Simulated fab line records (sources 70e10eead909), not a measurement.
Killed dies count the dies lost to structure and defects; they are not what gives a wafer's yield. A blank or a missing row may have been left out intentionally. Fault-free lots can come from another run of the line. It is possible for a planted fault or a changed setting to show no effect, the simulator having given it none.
Matching of chambers -- flow nand-harc -- 3 sister chambers for NHARC_A_CHANNEL_HOLE_D1_DEP_01 on pecvd-04
The step deposits SiON, target thk 140 nm. 3 wafers are shown with their chamber, then 7 later ones without.

WAFERS, EACH WITH ITS CHAMBER
wafer,chamber,heater-power-w (W)
L934.4,0,750
L939.1,2,826
L939.3,1,729

WAFERS WITHOUT THEIR CHAMBER
wafer,heater-power-w (W)
L939.5,748
L937.1,830
L937.3,839
L937.6,828
L940.1,850
L940.2,765
L940.4,802

WHICH CHAMBER EACH ONE RAN IN
wafer,from the rows above,in truth
L939.5,can't be placed: 0 or 1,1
L937.1,2,2
L937.3,2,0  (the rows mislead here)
L937.6,2,2
L940.1,2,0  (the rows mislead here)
L940.2,can't be placed: 0 or 1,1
L940.4,can't be placed: 2 or 0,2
Correct placement for 2 of the 7. Unplaceable from these rows: 3, with the true chamber sitting among the candidates in 3. 2 placed wrongly.
How it was worked out, from the rows above alone: a wafer's distance from a chamber is the root of the sum, over the readings, of the square of ((its reading less the chamber's mean) divided by the reading's scatter). The wafer belongs to the nearest chamber; if the next one is less than 2 further off, it can't be placed. A chamber's mean is the mean of its shown wafers. The scatter (one wafer shown for each chamber): square how far every hidden wafer sits from the nearest shown wafer, average those squares and take the square root.
